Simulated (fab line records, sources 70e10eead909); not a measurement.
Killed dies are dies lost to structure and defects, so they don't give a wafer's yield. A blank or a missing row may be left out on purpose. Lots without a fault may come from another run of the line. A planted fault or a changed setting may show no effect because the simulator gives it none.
fab line records | flow nand_harc
record lots=13 wafers=39 last_day=34
route steps=1302 shown A_M0@1137 THIN_TSV@1279 END@1302
lots that met no fault: from a run of the same line without faults
start_h: hours from the record's first day to the start of the lot's first wafer shown | wait_h: hours since the lot's step before | " the same as in the row above | L1.1+2: a row that stands for several wafers | - no value, or no start given | * or withheld: withheld | < > ~ a bound
route shown NAME@n: a module of which the file shows steps, and the number in the route of the first | usual: mean/standard deviation of fault-free wafers | same: alike in all rows | chamber/n: place in a boat | sites: the reading at each site | _std_site: their standard deviation | _edge_site: outer sites' mean less inner sites' | radius_mm: how far each site lies from the wafer's centre | mask NAME#n: copy n | behind: the tool/chamber that last shaped the wafer | hold: why the lot was held/for how many hours/how that ended | device: the transistor (n, p or np) that didn't switch | end of line: the same wafers' tests at the end of the route | a step without rows: its recipe alone | killed: dies lost to structure and defects at the first sort, not the wafer's yield | map: a wafer's dies, x killed, . not, _ none there
set.NAME: the setting as run; set.NAME@STEP: as run at that earlier step | model.NAME: the simulator's own value behind a step, which no gauge read
steps of the route over a sample of lots; a table a step, a row a wafer
services: from which hour (start_h, from the record's first day; less than 0 if before it) a tool's chamber was out of use, for how many hours, and why
## steps
# step NHARC_A_M0_DEP_00
# recipe target_thk_a=1500 target_thk_nm=150 temp_c=withheld pressure_torr=5 flow_sccm=200 rf_w=600 material=SiOC
# columns lot.wafer tool chamber start_h wait_h since_wet_clean_h
L444.1 pecvd-02 2 524.75 0.1 103
L444.2 " 1 " " 103
L444.4 " 1 " " -
L445.2 pecvd-02 0 530.85 0.1 109
L445.1 " 1 " " 109
L445.5 " 1 " " -
L447.1 pecvd-03 0 544.71 0.1 165
L447.2 " 1 " " 165
L447.4 " 0 " " -
L448.2 pecvd-02 1 555.27 0.1 134
L448.5 " 1 " " -
L448.4 " 2 " " -
L449.2 pecvd-04 2 562.21 0.1 99
L449.1 " 1 " " 99
L449.4 " 0 " " -
L450.2 pecvd-02 2 579.03 0.1 158
L450.3 " 0 " " 158
L450.5 " 1 " " -
L453.3 pecvd-04 2 609.00 0.1 146
L453.2 " 0 " " 146
L453.5 " 2 " " -
L452.6 pecvd-03 0 610.74 0.2 -
L452.5 " 1 " " -
L452.4 " 2 " " -
L459.2 pecvd-04 2 653.26 0.1 9
L459.1 " 0 " " 9
L459.4 " 1 " " -
L460.3 pecvd-04 1 679.57 0.1 36
L460.1 " 2 " " 36
L460.4 " 2 " " -
L462.2 pecvd-03 0 698.58 0.1 138
L462.3 " 1 " " 138
L462.5 " 0 " " -
L465.2 pecvd-03 1 725.38 0.1 165
L465.5 " 1 " " -
L465.4 " 2 " " -
L467.1 pecvd-02 1 767.91 0.1 165
L467.3 " 2 " " 166
L467.5 " 1 " " -
# step NHARC_THIN_TSV_DEGAS_53
# recipe temp_c=300 time_s=60
# usual heater_power_w=459/22
# columns lot.wafer tool chamber start_h wait_h heater_power_w
L444.2 pvd_sputter-02 - 554.34 0.1 456
L444.4 " - " " 439
L444.1 " - " " 421
L445.1 pvd_sputter-02 - 560.41 0.1 446
L445.2 " - " " 461
L445.5 " - " " 447
L447.1 pvd_sputter-01 - 574.43 0.1 462
L447.4 " - " " 465
L447.2 " - " " 484
L448.2 pvd_sputter-03 - 585.63 0.1 514
L448.4 " - " " 516
L448.5 " - " " 492
L449.4 pvd_sputter-03 - 591.96 0.1 508
L449.2 " - " " 435
L449.1 " - " " 456
L450.2 pvd_sputter-02 - 608.70 0.1 469
L450.3 " - " " 462
L450.5 " - " " 433
L453.3 pvd_sputter-01 - 638.69 0.2 481
L453.2 " - " " 431
L453.5 " - " " 488
L452.4 pvd_sputter-01 - 640.21 0.2 434
L452.5 " - " " 482
L452.6 " - " " 473
L459.4 pvd_sputter-02 - 683.73 0.1 464
L459.1 " - " " 461
L460.3 pvd_sputter-02 - 709.50 0.1 437
L462.3 pvd_sputter-02 - 727.93 0.1 437
L462.2 " - " " 451
L462.5 " - " " 434
L465.2 pvd_sputter-02 - 762.46 0.1 426
L465.4 " - " " 460
L465.5 " - " " 445
L467.1 pvd_sputter-02 - 797.67 0.1 454
L467.3 " - " " 448
L467.5 " - " " 454
# step NHARC_THIN_TSV_DESCUM_35
# recipe time_s=3 o2_flow_sccm=200 ar_flow_sccm=0 bias_power_w=0 chemistry=O2
# usual drypump_motor_current_A=5.6/0.49 oes_product_au=0.999/0.012 rf_vpp_V=57.9/0.99 showerhead_plenum_p_Torr=1.92/0.074 throttle_valve_pct=11.311/0.0096
# columns lot.wafer tool chamber start_h wait_h drypump_motor_current_A oes_product_au rf_hours_counter_h rf_vpp_V showerhead_plenum_p_Torr throttle_valve_pct
L444.1 rie_diel-09 1 555.63 - 5.7 1.008 1.6 55.6 1.88 11.306
L444.2 " 3 " " 4.9 0.999 2.7 57.1 1.99 11.325
L444.4 " 3 " " 4.9 1.002 - 58.4 1.99 11.314
L445.2 rie_diel-09 2 561.59 - 5.3 1.025 1.6 56.5 2.01 11.308
L445.1 " 3 " " 4.9 1.008 3.0 59.0 1.99 11.300
L445.5 " 1 " " 5.7 1.004 - 57.5 1.88 11.314
L447.1 rie_diel-11 2 575.81 - 5.9 1.005 8.2 57.2 1.96 11.334
L447.2 " 0 " " 5.5 1.002 9.0 56.8 1.79 11.308
L447.4 " 1 " " 6.7 0.979 9.3 55.9 1.89 11.317
L448.2 rie_diel-09 1 586.95 - 5.7 0.997 3.7 58.1 1.88 11.321
L448.4 " 3 " " 4.9 0.998 4.2 56.3 1.99 11.315
L448.5 " 0 " " 5.6 1.003 - 57.9 1.82 11.320
L449.4 rie_diel-08 3 593.26 - 5.3 1.003 3.7 57.9 1.94 11.314
L449.1 " 0 " " 5.1 0.999 2.8 57.5 1.85 11.313
L449.2 " 1 " " 6.2 0.996 2.6 57.7 1.93 11.304
L450.3 rie_diel-08 3 609.98 - 5.3 0.995 4.6 58.1 1.94 11.303
L450.2 " 1 " " 6.2 0.987 3.4 55.9 1.93 11.315
L450.5 " 0 " " 5.1 0.997 - 55.8 1.85 11.305
L453.2 rie_diel-09 0 640.10 - 5.5 0.997 6.7 57.4 1.82 11.304
L453.3 " 2 " " 5.3 1.021 4.9 57.8 2.01 11.330
L453.5 " 3 " " 4.9 1.005 - 59.5 1.99 11.319
L452.4 rie_diel-09 3 641.62 - 4.9 1.002 6.4 56.9 1.99 11.297
L452.6 " 2 " " 5.3 1.019 - 58.4 2.01 11.324
L452.5 " 3 " " 4.9 1.003 - 59.2 1.99 11.302
L459.4 rie_diel-11 2 684.93 - 5.9 1.006 4.8 59.8 1.96 11.317
L459.1 " 3 " " 5.4 0.999 4.8 57.1 2.01 11.316
L460.3 rie_diel-11 0 710.83 - 5.4 0.993 5.5 57.3 1.78 11.309
L462.3 rie_diel-11 1 729.24 - 6.7 0.980 7.9 58.2 1.88 11.307
L462.2 " 0 " " 5.4 1.001 6.5 56.9 1.78 11.299
L462.5 " 1 " " 6.7 0.976 - 57.4 1.88 11.320
L465.2 rie_diel-11 2 763.87 - 6.0 1.002 8.7 57.9 1.96 11.299
L465.4 " 3 " " 5.4 1.010 8.3 60.2 2.01 11.297
L465.5 " 1 " " 6.7 0.986 - 57.1 1.88 11.322
L467.3 rie_diel-09 1 798.98 - 5.7 1.004 5.4 56.7 1.88 11.302
L467.1 " 0 " " 5.5 1.013 5.8 57.5 1.82 11.297
L467.5 " 1 " " 5.7 1.011 - 57.3 1.88 11.308
# step NHARC_THIN_TSV_ETCH_36
# recipe target_depth_a=650 over_etch_frac=0.3 time_s=18.571 ion_energy_ev=150 chemistry=Cl2/BCl3
# usual drypump_motor_current_A=5.8/0.49 oes_product_au=1.004/0.011
# columns lot.wafer tool chamber start_h wait_h drypump_motor_current_A oes_product_au rf_hours_counter_h
L444.1 rie_metal-02 0 556.04 0.2 5.7 1.011 1.4
L444.2 " 1 " " 6.2 1.000 1.9
L444.4 " 0 " " 5.7 1.020 -
L445.2 rie_metal-03 1 561.96 0.2 6.0 1.001 0.7
L445.1 " 0 " " 5.0 1.020 0.7
L445.5 " 1 " " 6.0 1.009 -
L447.1 rie_metal-02 1 576.20 0.2 6.2 1.007 2.2
L447.2 " 0 " " 5.7 1.022 1.7
L447.4 " 0 " " 5.7 1.027 -
L448.2 rie_metal-03 0 587.32 0.2 5.0 1.007 1.2
L448.4 " 1 " " 6.0 1.003 -
L448.5 " 1 " " 6.0 1.002 -
L449.1 rie_metal-01 1 593.63 0.2 6.5 1.005 0.6
L449.2 " 0 " " 5.3 0.988 0.6
L449.4 " 1 " " 6.5 1.005 -
L450.2 rie_metal-02 0 610.37 0.2 5.7 1.007 2.4
L450.3 " 1 " " 6.2 0.996 -
L450.5 " 1 " " 6.2 0.998 -
L453.2 rie_metal-02 0 640.55 0.3 5.7 1.024 0.2
L453.3 " 0 " " 5.7 1.014 -
L453.5 " 0 " " 5.7 1.017 -
L452.4 rie_metal-03 1 642.01 0.1 6.0 1.011 -
L452.5 " 0 " " 5.0 1.008 -
L452.6 " 1 " " 6.0 1.010 -
L459.1 rie_metal-01 1 685.50 0.4 6.5 0.995 2.8
L459.4 " 1 " " 6.5 1.011 -
L460.3 rie_metal-03 0 711.20 0.2 5.0 1.004 -
L462.2 rie_metal-03 1 729.63 0.2 6.0 0.983 0.5
L462.3 " 0 " " 5.0 0.994 -
L462.5 " 1 " " 6.0 0.985 -
L465.2 rie_metal-01 0 764.26 0.2 5.3 0.992 0.2
L465.4 " 0 " " 5.3 0.986 -
L465.5 " 0 " " 5.3 0.991 -
L467.1 rie_metal-02 0 799.37 0.2 5.7 1.019 2.5
L467.3 " 1 " " 6.2 1.000 -
L467.5 " 1 " " 6.2 1.003 -
# step NHARC_END_SORT_01
# recipe temp_c=25
# usual defect_limited_yield=91.3/2.2 killed_at_array=55/15 killed_at_other=1.0/1.2 killed_at_periphery=3.4/2.2 killed_dies=59/15 killed_open=3.2/2 killed_short=2.5/1.7
# same gross_dies=677
# columns lot.wafer tool chamber start_h wait_h defect_limited_yield[%] killed_at_array killed_at_other killed_at_periphery killed_dies killed_open killed_short
L447.1 prober-01 0 584.69 2.5 96.0 23 0 4 27 0 0
L447.2 prober-01 0 585.49 2.8 90.7 58 0 5 63 5 1
L447.4 prober-01 0 587.10 3.4 92.0 51 0 3 54 7 1
L450.2 prober-02 0 620.29 2.8 88.6 76 0 1 77 2 3
L450.3 prober-02 0 621.09 3.1 91.6 54 1 2 57 5 3
L450.5 prober-02 0 622.68 3.7 90.1 63 0 4 67 4 2
L453.2 prober-02 0 649.97 2.8 89.5 62 3 6 71 5 2
L453.3 prober-02 0 650.77 3.1 93.8 33 5 4 42 0 3
L453.5 prober-02 0 652.38 3.7 89.7 60 4 6 70 4 0
L459.1 prober-02 0 696.39 2.5 91.7 52 0 4 56 4 2
L459.2 prober-02 0 697.20 2.8 0 670 0 7 677 2 2
L459.4 prober-02 0 698.83 3.4 92.2 48 1 4 53 7 2
L460.1 prober-02 0 721.48 4.8 0 670 0 7 677 4 3
L460.3 prober-02 0 723.08 5.4 91.3 50 2 7 59 2 2
L460.4 prober-02 0 723.88 5.7 0 673 1 3 677 3 2
L467.1 prober-02 0 807.85 2.5 93.6 37 0 6 43 4 2
L467.3 prober-02 0 809.45 3.1 94.2 37 0 2 39 2 5
L467.5 prober-02 0 811.06 3.7 92.3 45 0 7 52 3 2
# killed by level:class
L447.1 A_CHANNEL_HOLE_D2:chamber_film_flake=19 P_M2:chamber_film_flake=3 A_CONTACT:chamber_film_flake=2 P_STI:chamber_film_flake=1 A_DECK1_JOINT:chamber_film_flake=1 A_STAIRCASE:chamber_film_flake=1
L447.2 A_CHANNEL_HOLE_D2:chamber_film_flake=45 P_M2:chamber_film_flake=4 A_ZERO_WELL:chamber_film_flake=2 A_CHANNEL_HOLE_D1:chamber_film_flake=2 A_STAIRCASE:chamber_film_flake=2 P_M0:geometric_particle:open=1 A_ONON_D1:geometric_particle:short=1 A_ONON_D1:geometric_particle:open=1
L447.4 A_CHANNEL_HOLE_D2:chamber_film_flake=38 A_CHANNEL_FILL_D1:geometric_particle:open=3 P_M2:chamber_film_flake=3 A_CONTACT:chamber_film_flake=3 A_BLC:geometric_particle:open=2 A_CHANNEL_HOLE_D1:geometric_particle:short=1 A_ONON_D2:geometric_particle:open=1 A_CONTACT:geometric_particle:open=1
L450.2 A_SLIT:chamber_film_flake=33 A_CHANNEL_HOLE_D2:chamber_film_flake=19 A_CHANNEL_HOLE_D1:chamber_film_flake=10 A_CONTACT:chamber_film_flake=4 A_WL_FILL:chamber_film_flake=3 A_STAIRCASE:chamber_film_flake=2 P_M2:geometric_particle:short=1 A_SOURCE_PLATE:geometric_particle:open=1
L450.3 A_SLIT:chamber_film_flake=26 A_CHANNEL_HOLE_D2:chamber_film_flake=12 A_CHANNEL_HOLE_D1:chamber_film_flake=4 A_CONTACT:chamber_film_flake=4 A_ONON_D1:geometric_particle:short=2 A_STAIRCASE:chamber_film_flake=2 P_M0:geometric_particle:open=1 P_M0:geometric_particle:short=1
L450.5 A_SLIT:chamber_film_flake=33 A_CHANNEL_HOLE_D2:chamber_film_flake=16 A_CHANNEL_HOLE_D1:chamber_film_flake=5 A_STAIRCASE:chamber_film_flake=4 A_WL_FILL:chamber_film_flake=3 P_GATE:geometric_particle:open=2 P_CONTACT:geometric_particle:open=1 P_M0:geometric_particle:open=1
L453.2 A_CHANNEL_HOLE_D2:chamber_film_flake=36 A_CONTACT:chamber_film_flake=10 P_GATE:chamber_film_flake=3 THIN_TSV:chamber_film_flake=3 A_CHANNEL_FILL_D2:geometric_particle:open=2 P_ZERO_WELL:chamber_film_flake=2 A_CHANNEL_HOLE_D1:chamber_film_flake=2 A_CHANNEL_FILL_D1:chamber_film_flake=2
L453.3 A_CHANNEL_HOLE_D2:chamber_film_flake=13 A_STAIRCASE:chamber_film_flake=5 A_CONTACT:chamber_film_flake=5 THIN_TSV:chamber_film_flake=5 A_CHANNEL_HOLE_D1:chamber_film_flake=4 P_GATE:chamber_film_flake=3 A_DECK1_JOINT:chamber_film_flake=2 A_ONON_D1:geometric_particle:short=1
L453.5 A_CHANNEL_HOLE_D2:chamber_film_flake=40 A_CHANNEL_HOLE_D1:chamber_film_flake=5 THIN_TSV:chamber_film_flake=4 P_ZERO_WELL:chamber_film_flake=3 A_DECK1_JOINT:chamber_film_flake=3 A_STAIRCASE:chamber_film_flake=3 P_GATE:chamber_film_flake=2 A_SLIT:chamber_film_flake=2
L459.1 A_CHANNEL_HOLE_D1:chamber_film_flake=31 A_STAIRCASE:chamber_film_flake=6 P_GATE:chamber_film_flake=3 A_CHANNEL_FILL_D2:chamber_film_flake=3 A_SLIT:chamber_film_flake=2 A_CONTACT:chamber_film_flake=2 P_GATE:geometric_particle:open=1 A_DECK1_JOINT:geometric_particle:open=1
L459.2 A_M0:area_dep=631 A_CHANNEL_HOLE_D1:chamber_film_flake=29 P_GATE:chamber_film_flake=5 A_WL_FILL:geometric_particle:open=2 A_CHANNEL_HOLE_D2:chamber_film_flake=2 A_ONON_D1:geometric_particle:short=1 A_CHANNEL_FILL_D2:geometric_particle:short=1 P_STI:chamber_film_flake=1
L459.4 A_CHANNEL_HOLE_D1:chamber_film_flake=33 A_CHANNEL_HOLE_D2:chamber_film_flake=4 P_GATE:chamber_film_flake=3 A_SLIT:chamber_film_flake=3 A_CHANNEL_FILL_D1:geometric_particle:open=2 P_CONTACT:geometric_particle:open=1 A_ONON_D1:geometric_particle:short=1 A_CHANNEL_FILL_D1:geometric_particle:short=1
L460.1 A_M0:area_dep=619 A_SLIT:chamber_film_flake=33 A_CHANNEL_HOLE_D1:chamber_film_flake=7 P_CONTACT:chamber_film_flake=4 A_CONTACT:chamber_film_flake=4 P_M0:geometric_particle:open=1 P_M0:geometric_particle:short=1 A_CHANNEL_FILL_D1:geometric_particle:open=1
L460.3 A_SLIT:chamber_film_flake=34 A_CHANNEL_HOLE_D1:chamber_film_flake=10 P_ZERO_WELL:chamber_film_flake=4 A_CONTACT:chamber_film_flake=3 P_CONTACT:chamber_film_flake=2 P_CONTACT:geometric_particle:open=1 A_ONON_D2:geometric_particle:short=1 A_WL_FILL:geometric_particle:short=1
L460.4 A_M0:area_dep=613 A_SLIT:chamber_film_flake=35 A_CHANNEL_HOLE_D1:chamber_film_flake=11 A_CONTACT:chamber_film_flake=7 P_STI:geometric_particle:open=1 A_SOURCE_PLATE:geometric_particle:short=1 A_CHANNEL_HOLE_D1:geometric_particle:short=1 A_WL_FILL:geometric_particle:open=1
L467.1 A_CHANNEL_HOLE_D1:chamber_film_flake=18 A_SLIT:chamber_film_flake=6 A_CONTACT:chamber_film_flake=5 P_CONTACT:chamber_film_flake=4 A_CHANNEL_HOLE_D2:chamber_film_flake=2 P_CONTACT:geometric_particle:open=1 P_M0:geometric_particle:open=1 A_ONON_D2:geometric_particle:short=1
L467.3 A_CHANNEL_HOLE_D1:chamber_film_flake=21 A_SLIT:chamber_film_flake=5 A_DECK1_JOINT:geometric_particle:short=2 A_CHANNEL_HOLE_D2:chamber_film_flake=2 A_CONTACT:chamber_film_flake=2 P_GATE:geometric_particle:open=1 A_CHANNEL_FILL_D1:geometric_particle:short=1 A_DECK1_JOINT:geometric_particle:open=1
L467.5 A_CHANNEL_HOLE_D1:chamber_film_flake=19 A_SLIT:chamber_film_flake=12 A_CONTACT:chamber_film_flake=6 P_CONTACT:chamber_film_flake=5 A_DECK1_JOINT:geometric_particle:short=2 A_DECK1_JOINT:chamber_film_flake=2 P_CONTACT:geometric_particle:open=1 A_CHANNEL_FILL_D1:geometric_particle:open=1
## services
# columns tool chamber start_h hours kind
rie_metal-03 - 519.00 9.0 pm
pecvd-04 2 519.92 5.1 repair
rie_diel-09 - 525.22 0.2 repair
rie_diel-09 - 529.65 0.7 repair
rie_diel-09 2 545.26 13.2 repair
pecvd-03 - 547.39 13.0 pm
pecvd-03 1 561.33 11.7 repair
pecvd-02 - 589.45 13.0 pm
rie_diel-11 - 609.50 9.0 pm
rie_diel-11 0 629.64 7.3 repair
pecvd-04 - 631.00 13.0 pm
rie_metal-02 - 631.00 9.0 pm
rie_diel-11 3 634.94 4.3 repair
pvd_sputter-02 - 638.01 10.0 pm
rie_diel-11 2 672.49 4.3 repair
rie_diel-09 - 674.10 9.0 pm
rie_metal-03 - 696.00 9.0 pm
rie_metal-02 1 710.81 1.4 repair
rie_diel-09 1 717.98 3.8 repair
pecvd-02 2 727.08 1.8 repair
rie_diel-09 1 727.74 8.5 repair
pecvd-03 - 728.39 13.0 pm
rie_metal-03 0 769.33 9.3 repair
pecvd-02 - 770.58 13.0 pm
## key
first_sign step=NHARC_END_SORT_01 reading=defect_limited_yield direction=down sigmas=42 usual=91.3 struck=0
effect step=NHARC_END_SORT_01 reading=killed_dies direction=up sigmas=42 usual=59 struck=677
more_kills_born_at NHARC_A_M0_DEP_00@pecvd-04=1863
met_at NHARC_A_M0_DEP_00
struck_lots L459,L460
struck_wafers L459.2,L460.1,L460.4
later_rows_left_out L459.2,L460.1,L460.4
not_acting_at NHARC_THIN_TSV_DEGAS_53,NHARC_THIN_TSV_DESCUM_35,NHARC_THIN_TSV_ETCH_36
onset_between 609.00 653.26
fault kind=process_parameter_drift tool=pecvd-04 chamber=2 onset_h=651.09 steps=NHARC_A_M0_DEP_00 channel=target_thk_nm offset=86.302 shape=step end_h=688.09 acts_in=these_recipes_only stated=150
# later_rows_left_out: the simulator's readings of these wafers behind a module that went badly wrong aren't trusted and aren't shown, but for the sort
